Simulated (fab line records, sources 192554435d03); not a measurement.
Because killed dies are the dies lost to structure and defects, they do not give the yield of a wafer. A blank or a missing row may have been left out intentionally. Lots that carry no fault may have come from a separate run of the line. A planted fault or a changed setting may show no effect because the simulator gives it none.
fab line records || flow n5_finfet || part 2 of 2: steps 25 to 30 of 30
record: {"lots": 5, "wafers": 15, "last_day": 18}
route steps=1938 shown DUMMY_GATE@248 SPACER0@258 SD_EPI_N@262
lots with no fault: from the same line, run without faults
start_h: hours from the record's opening day to when the first of the lot's shown wafers began || wait_h: hours elapsed since this lot's preceding step || " as in the row above || L1.1+2: one row covering several wafers at once || - value missing, or start not given || * or withheld: withheld || < > ~ a bound
route shown NAME@n: NAME is a module with steps in the file, n the number in the route of the first one || usual: average and standard deviation across the fault-free wafers || same: alike in all rows || chamber/n: place in a boat || sites: per-site readings || _std_site: standard deviation of those values || _edge_site: outer sites' mean less inner sites' || radius_mm: how far each site lies from the wafer's centre || mask NAME#n: copy n || behind: tool/chamber where the wafer was last shaped || hold: reason for holding the lot/hours on hold/outcome of the hold || device: which transistor (n, p or np) failed to switch || end of line: the route-end tests of the same wafers || a step given without rows: its recipe and nothing more || killed: count of dies lost to structure and defects at first sort (not the wafer's yield) || map: per-die view of a wafer (x killed, . not killed, _ where there is no die)
set.NAME: the run value of the setting; set.NAME@STEP: its run value at that earlier step || model.NAME: the simulator's own value behind a step, which no gauge read
lots at selected steps of the route; one table per step, one row per wafer
services: a tool's chamber out of use, with start hour (start_h, from the record's first day; less than 0 if before it), hours out, and reason
== steps ==
step: N5_SD_EPI_N_INSPECT_11
recipe: {"mode": "adi", "inspect_instrument": "macro"}
usual: {"raw_defect_count": "2.0/1.5"}
{"lot.wafer": "L079.1", "tool": "defect_inspect-02", "chamber": "-", "start_h": 77.71, "wait_h": 0.0, "raw_defect_count": 1}
{"lot.wafer": "L079.5", "tool": "defect_inspect-02", "chamber": "-", "start_h": 77.71, "wait_h": 0.0, "raw_defect_count": 5}
{"lot.wafer": "L079.6", "tool": "defect_inspect-02", "chamber": "-", "start_h": 77.71, "wait_h": 0.0, "raw_defect_count": 2}
{"lot.wafer": "L086.2", "tool": "defect_inspect-01", "chamber": "-", "start_h": 121.68, "wait_h": 0.0, "raw_defect_count": 4}
{"lot.wafer": "L086.3", "tool": "defect_inspect-01", "chamber": "-", "start_h": 121.68, "wait_h": 0.0, "raw_defect_count": 2}
{"lot.wafer": "L086.6", "tool": "defect_inspect-01", "chamber": "-", "start_h": 121.68, "wait_h": 0.0, "raw_defect_count": 1}
{"lot.wafer": "L089.3", "tool": "defect_inspect-01", "chamber": "-", "start_h": 139.99, "wait_h": 0.0, "raw_defect_count": 6}
{"lot.wafer": "L089.5", "tool": "defect_inspect-01", "chamber": "-", "start_h": 139.99, "wait_h": 0.0, "raw_defect_count": 0}
{"lot.wafer": "L089.6", "tool": "defect_inspect-01", "chamber": "-", "start_h": 139.99, "wait_h": 0.0, "raw_defect_count": 2}
{"lot.wafer": "L091.2", "tool": "defect_inspect-01", "chamber": "-", "start_h": 155.95, "wait_h": 0.0, "raw_defect_count": 0}
{"lot.wafer": "L091.3", "tool": "defect_inspect-01", "chamber": "-", "start_h": 155.95, "wait_h": 0.0, "raw_defect_count": 2}
{"lot.wafer": "L091.5", "tool": "defect_inspect-01", "chamber": "-", "start_h": 155.95, "wait_h": 0.0, "raw_defect_count": 3}
{"lot.wafer": "L096.3", "tool": "defect_inspect-02", "chamber": "-", "start_h": 180.76, "wait_h": 0.0, "raw_defect_count": 1}
{"lot.wafer": "L096.4", "tool": "defect_inspect-02", "chamber": "-", "start_h": 180.76, "wait_h": 0.0, "raw_defect_count": 2}
{"lot.wafer": "L096.6", "tool": "defect_inspect-02", "chamber": "-", "start_h": 180.76, "wait_h": 0.0, "raw_defect_count": 2}
step: N5_SD_EPI_N_DESCUM_14
recipe: {"chemistry": "O2", "time_s": 7.9, "source_power_w": 50, "bias_power_w": 20, "pressure_mtorr": 20, "rf_frequency_hz": 2.712e+07, "temp_c": 40, "resist": "CAR-ArF-block", "o2_flow_sccm": 225}
usual: {"drypump_motor_current_A": "5.8/0.32", "oes_product_au": "0.79/0.073", "rf_vpp_V": "243.2/1.5", "showerhead_plenum_p_Torr": "2.10/0.072", "throttle_valve_pct": "20.41/0.22"}
{"lot.wafer": "L079.1", "tool": "rie_diel-01", "chamber": 3, "start_h": 77.75, "wait_h": 0.0, "drypump_motor_current_A": 5.7, "oes_product_au": 0.82, "rf_hours_counter_h": 87, "rf_vpp_V": 241.9, "showerhead_plenum_p_Torr": 2.03, "throttle_valve_pct": 20.60}
{"lot.wafer": "L079.5", "tool": "rie_diel-01", "chamber": 3, "start_h": 77.75, "wait_h": 0.0, "drypump_motor_current_A": 5.7, "oes_product_au": 0.82, "rf_hours_counter_h": "-", "rf_vpp_V": 241.8, "showerhead_plenum_p_Torr": 2.03, "throttle_valve_pct": 20.59}
{"lot.wafer": "L079.6", "tool": "rie_diel-01", "chamber": 2, "start_h": 77.75, "wait_h": 0.0, "drypump_motor_current_A": 6.2, "oes_product_au": 0.74, "rf_hours_counter_h": "-", "rf_vpp_V": 244.0, "showerhead_plenum_p_Torr": 2.09, "throttle_valve_pct": 20.33}
{"lot.wafer": "L086.2", "tool": "rie_diel-04", "chamber": 2, "start_h": 121.71, "wait_h": 0.0, "drypump_motor_current_A": 5.6, "oes_product_au": 0.77, "rf_hours_counter_h": 160, "rf_vpp_V": 244.2, "showerhead_plenum_p_Torr": 2.16, "throttle_valve_pct": 20.73}
{"lot.wafer": "L086.3", "tool": "rie_diel-04", "chamber": 3, "start_h": 121.71, "wait_h": 0.0, "drypump_motor_current_A": 5.7, "oes_product_au": 0.89, "rf_hours_counter_h": 19, "rf_vpp_V": 245.9, "showerhead_plenum_p_Torr": 2.23, "throttle_valve_pct": 20.46}
{"lot.wafer": "L086.6", "tool": "rie_diel-04", "chamber": 1, "start_h": 121.71, "wait_h": 0.0, "drypump_motor_current_A": 6.2, "oes_product_au": 0.88, "rf_hours_counter_h": "-", "rf_vpp_V": 245.7, "showerhead_plenum_p_Torr": 2.21, "throttle_valve_pct": 20.30}
{"lot.wafer": "L089.3", "tool": "rie_diel-01", "chamber": 2, "start_h": 140.20, "wait_h": 0.2, "drypump_motor_current_A": 6.2, "oes_product_au": 0.72, "rf_hours_counter_h": 191, "rf_vpp_V": 245.5, "showerhead_plenum_p_Torr": 2.09, "throttle_valve_pct": 20.35}
{"lot.wafer": "L089.5", "tool": "rie_diel-01", "chamber": 0, "start_h": 140.20, "wait_h": 0.2, "drypump_motor_current_A": 6.1, "oes_product_au": 0.83, "rf_hours_counter_h": "-", "rf_vpp_V": 242.5, "showerhead_plenum_p_Torr": 2.03, "throttle_valve_pct": 20.13}
{"lot.wafer": "L089.6", "tool": "rie_diel-01", "chamber": 3, "start_h": 140.20, "wait_h": 0.2, "drypump_motor_current_A": 5.7, "oes_product_au": 0.79, "rf_hours_counter_h": "-", "rf_vpp_V": 240.3, "showerhead_plenum_p_Torr": 2.02, "throttle_valve_pct": 20.60}
{"lot.wafer": "L091.2", "tool": "rie_diel-04", "chamber": 2, "start_h": 156.28, "wait_h": 0.3, "drypump_motor_current_A": 5.6, "oes_product_au": 0.76, "rf_hours_counter_h": 169, "rf_vpp_V": 244.2, "showerhead_plenum_p_Torr": 2.16, "throttle_valve_pct": 20.75}
{"lot.wafer": "L091.3", "tool": "rie_diel-04", "chamber": 0, "start_h": 156.28, "wait_h": 0.3, "drypump_motor_current_A": 5.5, "oes_product_au": 0.86, "rf_hours_counter_h": 63, "rf_vpp_V": 240.8, "showerhead_plenum_p_Torr": 2.04, "throttle_valve_pct": 20.09}
{"lot.wafer": "L091.5", "tool": "rie_diel-04", "chamber": 0, "start_h": 156.28, "wait_h": 0.3, "drypump_motor_current_A": 5.5, "oes_product_au": 0.87, "rf_hours_counter_h": "-", "rf_vpp_V": 242.3, "showerhead_plenum_p_Torr": 2.04, "throttle_valve_pct": 20.10}
{"lot.wafer": "L096.3", "tool": "rie_diel-01", "chamber": 3, "start_h": 180.80, "wait_h": 0.0, "drypump_motor_current_A": 5.7, "oes_product_au": 0.78, "rf_hours_counter_h": 120, "rf_vpp_V": 242.3, "showerhead_plenum_p_Torr": 2.02, "throttle_valve_pct": 20.63}
{"lot.wafer": "L096.4", "tool": "rie_diel-01", "chamber": 0, "start_h": 180.80, "wait_h": 0.0, "drypump_motor_current_A": 6.1, "oes_product_au": 0.82, "rf_hours_counter_h": 97, "rf_vpp_V": 241.5, "showerhead_plenum_p_Torr": 2.03, "throttle_valve_pct": 20.15}
{"lot.wafer": "L096.6", "tool": "rie_diel-01", "chamber": 0, "start_h": 180.80, "wait_h": 0.0, "drypump_motor_current_A": 6.1, "oes_product_au": 0.82, "rf_hours_counter_h": "-", "rf_vpp_V": 243.9, "showerhead_plenum_p_Torr": 2.03, "throttle_valve_pct": 20.15}
step: N5_SD_EPI_N_ETCH_34
recipe: {"chemistry": "CF4", "target": "SiARC", "target_depth_a": 455, "mask_material": "CAR-ArF-block", "time_s": 75.8, "ion_energy_ev": 80, "pressure_mtorr": 40, "source_w": 545, "bias_w": 36, "Ar_flow_sccm": 100, "cf4_flow_sccm": 100, "ends": "cleared"}
usual: {"cf4_flow_sccm": "100.0/0.31", "drypump_motor_current_A": "5.8/0.32", "etch_rf_on_time_s": "75.7/1.5", "oes_product_au": "0.68/0.062", "rf_vpp_V": "184.1/1.3", "showerhead_plenum_p_Torr": "2.14/0.075", "throttle_valve_pct": "15.59/0.25"}
{"lot.wafer": "L079.1", "tool": "rie_diel-01", "chamber": 3, "start_h": 77.78, "wait_h": 0.0, "cf4_flow_sccm": 100.1, "drypump_motor_current_A": 5.7, "etch_rf_on_time_s": 72.4, "oes_product_au": 0.70, "rf_hours_counter_h": 87, "rf_vpp_V": 183.5, "showerhead_plenum_p_Torr": 2.08, "throttle_valve_pct": 15.71}
{"lot.wafer": "L079.5", "tool": "rie_diel-01", "chamber": 3, "start_h": 77.78, "wait_h": 0.0, "cf4_flow_sccm": 99.8, "drypump_motor_current_A": 5.7, "etch_rf_on_time_s": 72.5, "oes_product_au": 0.71, "rf_hours_counter_h": "-", "rf_vpp_V": 184.0, "showerhead_plenum_p_Torr": 2.08, "throttle_valve_pct": 15.71}
{"lot.wafer": "L079.6", "tool": "rie_diel-01", "chamber": 2, "start_h": 77.78, "wait_h": 0.0, "cf4_flow_sccm": 100.0, "drypump_motor_current_A": 6.2, "etch_rf_on_time_s": 77.7, "oes_product_au": 0.62, "rf_hours_counter_h": "-", "rf_vpp_V": 184.1, "showerhead_plenum_p_Torr": 2.13, "throttle_valve_pct": 15.49}
{"lot.wafer": "L086.2", "tool": "rie_diel-04", "chamber": 2, "start_h": 121.74, "wait_h": 0.0, "cf4_flow_sccm": 100.1, "drypump_motor_current_A": 5.6, "etch_rf_on_time_s": 77.5, "oes_product_au": 0.64, "rf_hours_counter_h": 160, "rf_vpp_V": 184.6, "showerhead_plenum_p_Torr": 2.22, "throttle_valve_pct": 15.98}
{"lot.wafer": "L086.3", "tool": "rie_diel-04", "chamber": 3, "start_h": 121.74, "wait_h": 0.0, "cf4_flow_sccm": 100.0, "drypump_motor_current_A": 5.6, "etch_rf_on_time_s": 76.6, "oes_product_au": 0.76, "rf_hours_counter_h": 19, "rf_vpp_V": 185.8, "showerhead_plenum_p_Torr": 2.28, "throttle_valve_pct": 15.60}
{"lot.wafer": "L086.6", "tool": "rie_diel-04", "chamber": 1, "start_h": 121.74, "wait_h": 0.0, "cf4_flow_sccm": 100.3, "drypump_motor_current_A": 6.2, "etch_rf_on_time_s": 77.4, "oes_product_au": 0.74, "rf_hours_counter_h": "-", "rf_vpp_V": 186.1, "showerhead_plenum_p_Torr": 2.27, "throttle_valve_pct": 15.50}
{"lot.wafer": "L089.3", "tool": "rie_diel-01", "chamber": 2, "start_h": 140.23, "wait_h": 0.0, "cf4_flow_sccm": 99.8, "drypump_motor_current_A": 6.2, "etch_rf_on_time_s": 77.0, "oes_product_au": 0.61, "rf_hours_counter_h": 191, "rf_vpp_V": 183.5, "showerhead_plenum_p_Torr": 2.13, "throttle_valve_pct": 15.52}
{"lot.wafer": "L089.5", "tool": "rie_diel-01", "chamber": 0, "start_h": 140.23, "wait_h": 0.0, "cf4_flow_sccm": 100.4, "drypump_motor_current_A": 6.1, "etch_rf_on_time_s": 76.2, "oes_product_au": 0.72, "rf_hours_counter_h": "-", "rf_vpp_V": 183.4, "showerhead_plenum_p_Torr": 2.07, "throttle_valve_pct": 15.23}
{"lot.wafer": "L089.6", "tool": "rie_diel-01", "chamber": 3, "start_h": 140.23, "wait_h": 0.0, "cf4_flow_sccm": 100.0, "drypump_motor_current_A": 5.7, "etch_rf_on_time_s": 73.0, "oes_product_au": 0.69, "rf_hours_counter_h": "-", "rf_vpp_V": 184.6, "showerhead_plenum_p_Torr": 2.08, "throttle_valve_pct": 15.76}
{"lot.wafer": "L091.2", "tool": "rie_diel-04", "chamber": 2, "start_h": 156.31, "wait_h": 0.0, "cf4_flow_sccm": 99.9, "drypump_motor_current_A": 5.6, "etch_rf_on_time_s": 77.4, "oes_product_au": 0.64, "rf_hours_counter_h": 169, "rf_vpp_V": 183.8, "showerhead_plenum_p_Torr": 2.22, "throttle_valve_pct": 16.02}
{"lot.wafer": "L091.3", "tool": "rie_diel-04", "chamber": 0, "start_h": 156.31, "wait_h": 0.0, "cf4_flow_sccm": 99.6, "drypump_motor_current_A": 5.5, "etch_rf_on_time_s": 74.6, "oes_product_au": 0.73, "rf_hours_counter_h": 63, "rf_vpp_V": 183.5, "showerhead_plenum_p_Torr": 2.09, "throttle_valve_pct": 15.27}
{"lot.wafer": "L091.5", "tool": "rie_diel-04", "chamber": 0, "start_h": 156.31, "wait_h": 0.0, "cf4_flow_sccm": 99.4, "drypump_motor_current_A": 5.5, "etch_rf_on_time_s": 73.8, "oes_product_au": 0.73, "rf_hours_counter_h": "-", "rf_vpp_V": 181.5, "showerhead_plenum_p_Torr": 2.09, "throttle_valve_pct": 15.26}
{"lot.wafer": "L096.3", "tool": "rie_diel-01", "chamber": 3, "start_h": 180.83, "wait_h": 0.0, "cf4_flow_sccm": 99.9, "drypump_motor_current_A": 5.7, "etch_rf_on_time_s": 72.8, "oes_product_au": 0.68, "rf_hours_counter_h": 120, "rf_vpp_V": 184.0, "showerhead_plenum_p_Torr": 2.07, "throttle_valve_pct": 15.80}
{"lot.wafer": "L096.4", "tool": "rie_diel-01", "chamber": 0, "start_h": 180.83, "wait_h": 0.0, "cf4_flow_sccm": 100.3, "drypump_motor_current_A": 6.0, "etch_rf_on_time_s": 75.7, "oes_product_au": 0.70, "rf_hours_counter_h": 97, "rf_vpp_V": 184.1, "showerhead_plenum_p_Torr": 2.07, "throttle_valve_pct": 15.25}
{"lot.wafer": "L096.6", "tool": "rie_diel-01", "chamber": 0, "start_h": 180.83, "wait_h": 0.0, "cf4_flow_sccm": 100.0, "drypump_motor_current_A": 6.1, "etch_rf_on_time_s": 75.3, "oes_product_au": 0.71, "rf_hours_counter_h": "-", "rf_vpp_V": 182.5, "showerhead_plenum_p_Torr": 2.07, "throttle_valve_pct": 15.26}
step: N5_SD_EPI_N_ETCH_35
recipe: {"chemistry": "N2/H2", "target": "SOC", "overetch_a": 1080, "mask_material": "SiARC", "temp_c": 40, "ion_energy_ev": 100, "source_w": 3000, "bias_w": 133, "pressure_mtorr": 20, "time_s": 486, "n2_flow_sccm": 200, "h2_flow_sccm": 200}
usual: {"drypump_motor_current_A": "5.8/0.31", "h2_flow_sccm": "200.1/0.57", "oes_product_au": "0.71/0.063", "rf_vpp_V": "240.7/1.5", "showerhead_plenum_p_Torr": "2.54/0.09", "throttle_valve_pct": "23.81/0.22"}
{"lot.wafer": "L079.1", "tool": "rie_diel-01", "chamber": 3, "start_h": 77.84, "wait_h": 0.0, "drypump_motor_current_A": 5.7, "h2_flow_sccm": 201.0, "oes_product_au": 0.72, "rf_hours_counter_h": 87, "rf_vpp_V": 237.5, "showerhead_plenum_p_Torr": 2.46, "throttle_valve_pct": 24.00}
{"lot.wafer": "L079.5", "tool": "rie_diel-01", "chamber": 3, "start_h": 77.84, "wait_h": 0.0, "drypump_motor_current_A": 5.8, "h2_flow_sccm": 200.0, "oes_product_au": 0.73, "rf_hours_counter_h": "-", "rf_vpp_V": 240.3, "showerhead_plenum_p_Torr": 2.46, "throttle_valve_pct": 24.00}
{"lot.wafer": "L079.6", "tool": "rie_diel-01", "chamber": 2, "start_h": 77.84, "wait_h": 0.0, "drypump_motor_current_A": 6.2, "h2_flow_sccm": 199.7, "oes_product_au": 0.66, "rf_hours_counter_h": "-", "rf_vpp_V": 240.3, "showerhead_plenum_p_Torr": 2.53, "throttle_valve_pct": 23.77}
{"lot.wafer": "L086.2", "tool": "rie_diel-04", "chamber": 2, "start_h": 121.80, "wait_h": 0.0, "drypump_motor_current_A": 5.6, "h2_flow_sccm": 200.3, "oes_product_au": 0.68, "rf_hours_counter_h": 160, "rf_vpp_V": 242.7, "showerhead_plenum_p_Torr": 2.63, "throttle_valve_pct": 24.05}
{"lot.wafer": "L086.3", "tool": "rie_diel-04", "chamber": 3, "start_h": 121.80, "wait_h": 0.0, "drypump_motor_current_A": 5.6, "h2_flow_sccm": 200.7, "oes_product_au": 0.79, "rf_hours_counter_h": 19, "rf_vpp_V": 244.3, "showerhead_plenum_p_Torr": 2.69, "throttle_valve_pct": 23.75}
{"lot.wafer": "L086.6", "tool": "rie_diel-04", "chamber": 1, "start_h": 121.80, "wait_h": 0.0, "drypump_motor_current_A": 6.2, "h2_flow_sccm": 200.9, "oes_product_au": 0.78, "rf_hours_counter_h": "-", "rf_vpp_V": 241.4, "showerhead_plenum_p_Torr": 2.70, "throttle_valve_pct": 23.98}
{"lot.wafer": "L089.3", "tool": "rie_diel-01", "chamber": 2, "start_h": 140.29, "wait_h": 0.0, "drypump_motor_current_A": 6.2, "h2_flow_sccm": 200.7, "oes_product_au": 0.65, "rf_hours_counter_h": 191, "rf_vpp_V": 239.6, "showerhead_plenum_p_Torr": 2.52, "throttle_valve_pct": 23.78}
{"lot.wafer": "L089.5", "tool": "rie_diel-01", "chamber": 0, "start_h": 140.29, "wait_h": 0.0, "drypump_motor_current_A": 6.1, "h2_flow_sccm": 199.7, "oes_product_au": 0.74, "rf_hours_counter_h": "-", "rf_vpp_V": 240.0, "showerhead_plenum_p_Torr": 2.46, "throttle_valve_pct": 23.62}
{"lot.wafer": "L089.6", "tool": "rie_diel-01", "chamber": 3, "start_h": 140.29, "wait_h": 0.0, "drypump_motor_current_A": 5.7, "h2_flow_sccm": 199.3, "oes_product_au": 0.70, "rf_hours_counter_h": "-", "rf_vpp_V": 238.8, "showerhead_plenum_p_Torr": 2.45, "throttle_valve_pct": 24.01}
{"lot.wafer": "L091.2", "tool": "rie_diel-04", "chamber": 2, "start_h": 156.37, "wait_h": 0.0, "drypump_motor_current_A": 5.6, "h2_flow_sccm": 199.7, "oes_product_au": 0.68, "rf_hours_counter_h": 169, "rf_vpp_V": 241.5, "showerhead_plenum_p_Torr": 2.63, "throttle_valve_pct": 24.07}
{"lot.wafer": "L091.3", "tool": "rie_diel-04", "chamber": 0, "start_h": 156.37, "wait_h": 0.0, "drypump_motor_current_A": 5.5, "h2_flow_sccm": 200.3, "oes_product_au": 0.77, "rf_hours_counter_h": 63, "rf_vpp_V": 240.1, "showerhead_plenum_p_Torr": 2.47, "throttle_valve_pct": 23.44}
{"lot.wafer": "L091.5", "tool": "rie_diel-04", "chamber": 0, "start_h": 156.37, "wait_h": 0.0, "drypump_motor_current_A": 5.5, "h2_flow_sccm": 199.9, "oes_product_au": 0.76, "rf_hours_counter_h": "-", "rf_vpp_V": 238.2, "showerhead_plenum_p_Torr": 2.47, "throttle_valve_pct": 23.41}
{"lot.wafer": "L096.3", "tool": "rie_diel-01", "chamber": 3, "start_h": 180.89, "wait_h": 0.0, "drypump_motor_current_A": 5.8, "h2_flow_sccm": 200.4, "oes_product_au": 0.69, "rf_hours_counter_h": 120, "rf_vpp_V": 239.8, "showerhead_plenum_p_Torr": 2.45, "throttle_valve_pct": 24.02}
{"lot.wafer": "L096.4", "tool": "rie_diel-01", "chamber": 0, "start_h": 180.89, "wait_h": 0.0, "drypump_motor_current_A": 6.1, "h2_flow_sccm": 200.6, "oes_product_au": 0.74, "rf_hours_counter_h": 98, "rf_vpp_V": 239.1, "showerhead_plenum_p_Torr": 2.45, "throttle_valve_pct": 23.66}
{"lot.wafer": "L096.6", "tool": "rie_diel-01", "chamber": 0, "start_h": 180.89, "wait_h": 0.0, "drypump_motor_current_A": 6.0, "h2_flow_sccm": 200.7, "oes_product_au": 0.74, "rf_hours_counter_h": "-", "rf_vpp_V": 239.6, "showerhead_plenum_p_Torr": 2.45, "throttle_valve_pct": 23.66}
step: N5_SD_EPI_N_STRIP_36
recipe: {"chemistry": "N2/H2", "temp_c": 40, "n2_flow_sccm": 200, "h2_flow_sccm": 200, "rf_frequency_hz": 6e+07}
{"lot.wafer": "L079.1+5+6", "tool": "rie_diel-01", "chamber": "3,3,2", "start_h": 78.15, "wait_h": 0.2}
{"lot.wafer": "L086.2+3+6", "tool": "rie_diel-04", "chamber": "2,3,1", "start_h": 122.11, "wait_h": 0.2}
{"lot.wafer": "L089.3+5+6", "tool": "rie_diel-01", "chamber": "2,0,3", "start_h": 140.60, "wait_h": 0.2}
{"lot.wafer": "L091.2+3+5", "tool": "rie_diel-04", "chamber": "2,0,0", "start_h": 156.68, "wait_h": 0.2}
{"lot.wafer": "L096.3+4+6", "tool": "rie_diel-01", "chamber": "3,0,0", "start_h": 181.20, "wait_h": 0.2}
step: N5_SD_EPI_N_ETCHBACK_44
recipe: {"chemistry": "CH3F/O2", "mode": "anisotropic_etchback", "target": "SiNx", "target_depth_a": 145, "stop_on": "SiO2", "over_etch_frac": 0.3, "ion_energy_ev": 120, "pressure_mtorr": 30, "source_w": 395, "bias_w": 73, "Ar_flow_sccm": 150, "CH3F_flow_sccm": 30, "O2_flow_sccm": 20}
usual: {"drypump_motor_current_A": "5.8/0.31", "oes_product_au": "0.68/0.06", "rf_vpp_V": "298/3.1", "showerhead_plenum_p_Torr": "2.00/0.075", "throttle_valve_pct": "16.33/0.24"}
{"lot.wafer": "L079.1", "tool": "rie_diel-01", "chamber": 3, "start_h": 78.16, "wait_h": 0.0, "drypump_motor_current_A": 5.7, "oes_product_au": 0.69, "rf_hours_counter_h": 87, "rf_vpp_V": 296, "showerhead_plenum_p_Torr": 1.93, "throttle_valve_pct": 16.43}
{"lot.wafer": "L079.5", "tool": "rie_diel-01", "chamber": 3, "start_h": 78.16, "wait_h": 0.0, "drypump_motor_current_A": 5.8, "oes_product_au": 0.68, "rf_hours_counter_h": "-", "rf_vpp_V": 295, "showerhead_plenum_p_Torr": 1.94, "throttle_valve_pct": 16.45}
{"lot.wafer": "L079.6", "tool": "rie_diel-01", "chamber": 2, "start_h": 78.16, "wait_h": 0.0, "drypump_motor_current_A": 6.2, "oes_product_au": 0.63, "rf_hours_counter_h": "-", "rf_vpp_V": 298, "showerhead_plenum_p_Torr": 2.00, "throttle_valve_pct": 16.26}
{"lot.wafer": "L086.2", "tool": "rie_diel-04", "chamber": 2, "start_h": 122.12, "wait_h": 0.0, "drypump_motor_current_A": 5.6, "oes_product_au": 0.65, "rf_hours_counter_h": 160, "rf_vpp_V": 298, "showerhead_plenum_p_Torr": 2.08, "throttle_valve_pct": 16.74}
{"lot.wafer": "L086.3", "tool": "rie_diel-04", "chamber": 3, "start_h": 122.12, "wait_h": 0.0, "drypump_motor_current_A": 5.6, "oes_product_au": 0.75, "rf_hours_counter_h": 19, "rf_vpp_V": 302, "showerhead_plenum_p_Torr": 2.14, "throttle_valve_pct": 16.39}
{"lot.wafer": "L086.6", "tool": "rie_diel-04", "chamber": 1, "start_h": 122.12, "wait_h": 0.0, "drypump_motor_current_A": 6.2, "oes_product_au": 0.75, "rf_hours_counter_h": "-", "rf_vpp_V": 303, "showerhead_plenum_p_Torr": 2.13, "throttle_valve_pct": 16.26}
{"lot.wafer": "L089.3", "tool": "rie_diel-01", "chamber": 2, "start_h": 140.61, "wait_h": 0.0, "drypump_motor_current_A": 6.2, "oes_product_au": 0.62, "rf_hours_counter_h": 191, "rf_vpp_V": 297, "showerhead_plenum_p_Torr": 1.99, "throttle_valve_pct": 16.27}
{"lot.wafer": "L089.5", "tool": "rie_diel-01", "chamber": 0, "start_h": 140.61, "wait_h": 0.0, "drypump_motor_current_A": 6.0, "oes_product_au": 0.72, "rf_hours_counter_h": "-", "rf_vpp_V": 299, "showerhead_plenum_p_Torr": 1.93, "throttle_valve_pct": 15.95}
{"lot.wafer": "L089.6", "tool": "rie_diel-01", "chamber": 3, "start_h": 140.61, "wait_h": 0.0, "drypump_motor_current_A": 5.8, "oes_product_au": 0.68, "rf_hours_counter_h": "-", "rf_vpp_V": 296, "showerhead_plenum_p_Torr": 1.93, "throttle_valve_pct": 16.46}
{"lot.wafer": "L091.2", "tool": "rie_diel-04", "chamber": 2, "start_h": 156.69, "wait_h": 0.0, "drypump_motor_current_A": 5.6, "oes_product_au": 0.65, "rf_hours_counter_h": 169, "rf_vpp_V": 298, "showerhead_plenum_p_Torr": 2.08, "throttle_valve_pct": 16.76}
{"lot.wafer": "L091.3", "tool": "rie_diel-04", "chamber": 0, "start_h": 156.69, "wait_h": 0.0, "drypump_motor_current_A": 5.5, "oes_product_au": 0.73, "rf_hours_counter_h": 63, "rf_vpp_V": 293, "showerhead_plenum_p_Torr": 1.95, "throttle_valve_pct": 15.97}
{"lot.wafer": "L091.5", "tool": "rie_diel-04", "chamber": 0, "start_h": 156.69, "wait_h": 0.0, "drypump_motor_current_A": 5.5, "oes_product_au": 0.73, "rf_hours_counter_h": "-", "rf_vpp_V": 294, "showerhead_plenum_p_Torr": 1.95, "throttle_valve_pct": 15.98}
{"lot.wafer": "L096.3", "tool": "rie_diel-01", "chamber": 3, "start_h": 181.21, "wait_h": 0.0, "drypump_motor_current_A": 5.7, "oes_product_au": 0.66, "rf_hours_counter_h": 120, "rf_vpp_V": 296, "showerhead_plenum_p_Torr": 1.92, "throttle_valve_pct": 16.49}
{"lot.wafer": "L096.4", "tool": "rie_diel-01", "chamber": 0, "start_h": 181.21, "wait_h": 0.0, "drypump_motor_current_A": 6.1, "oes_product_au": 0.71, "rf_hours_counter_h": 98, "rf_vpp_V": 298, "showerhead_plenum_p_Torr": 1.93, "throttle_valve_pct": 15.98}
{"lot.wafer": "L096.6", "tool": "rie_diel-01", "chamber": 0, "start_h": 181.21, "wait_h": 0.0, "drypump_motor_current_A": 6.1, "oes_product_au": 0.70, "rf_hours_counter_h": "-", "rf_vpp_V": 299, "showerhead_plenum_p_Torr": 1.93, "throttle_valve_pct": 15.99}
== services ==
{"tool": "ald_sin-02", "chamber": "-", "start_h": 52.92, "hours": 1.2, "kind": "repair"}
{"tool": "rie_diel-02", "chamber": "-", "start_h": 56.32, "hours": 2.8, "kind": "pm"}
{"tool": "rie_diel-05", "chamber": 0, "start_h": 56.42, "hours": 14.8, "kind": "repair"}
{"tool": "arfi_scanner-01", "chamber": "-", "start_h": 62.47, "hours": 0.8, "kind": "pm"}
{"tool": "rie_diel-01", "chamber": 3, "start_h": 63.15, "hours": 7.3, "kind": "repair"}
{"tool": "arfi_scanner-02", "chamber": "-", "start_h": 66.93, "hours": 2.6, "kind": "repair"}
{"tool": "ald_sin-04", "chamber": 1, "start_h": 73.53, "hours": 2.1, "kind": "repair"}
{"tool": "wet_bench-06", "chamber": "-", "start_h": 77.45, "hours": 4.2, "kind": "repair"}
{"tool": "rie_si-05", "chamber": 0, "start_h": 93.95, "hours": 2.6, "kind": "repair"}
{"tool": "rie_si-02", "chamber": 3, "start_h": 99.00, "hours": 7.2, "kind": "repair"}
{"tool": "arfi_scanner-02", "chamber": "-", "start_h": 101.40, "hours": 0.8, "kind": "pm"}
{"tool": "rie_diel-06", "chamber": 3, "start_h": 106.80, "hours": 1.2, "kind": "repair"}
{"tool": "rie_diel-06", "chamber": "-", "start_h": 110.12, "hours": 0.7, "kind": "repair"}
{"tool": "wet_bench-03", "chamber": "-", "start_h": 111.25, "hours": 1.9, "kind": "pm"}
{"tool": "ald_sin-02", "chamber": "-", "start_h": 112.02, "hours": 6.1, "kind": "pm"}
{"tool": "wet_bench-06", "chamber": "-", "start_h": 131.00, "hours": 1.9, "kind": "repair"}
{"tool": "wet_bench-01", "chamber": "-", "start_h": 136.52, "hours": 1.8, "kind": "repair"}
{"tool": "rie_diel-06", "chamber": 0, "start_h": 151.75, "hours": 8.8, "kind": "repair"}
{"tool": "rie_diel-04", "chamber": 1, "start_h": 154.12, "hours": 31.9, "kind": "repair"}
{"tool": "arfi_scanner-02", "chamber": "-", "start_h": 156.26, "hours": 1.3, "kind": "pm"}
{"tool": "ald_sin-04", "chamber": "-", "start_h": 164.71, "hours": 0.3, "kind": "repair"}
{"tool": "arfi_scanner-02", "chamber": "-", "start_h": 167.98, "hours": 1.0, "kind": "pm"}
{"tool": "ald_sin-02", "chamber": "-", "start_h": 176.79, "hours": 14.0, "kind": "pm"}
{"tool": "rie_si-05", "chamber": 0, "start_h": 179.77, "hours": 2.8, "kind": "repair"}
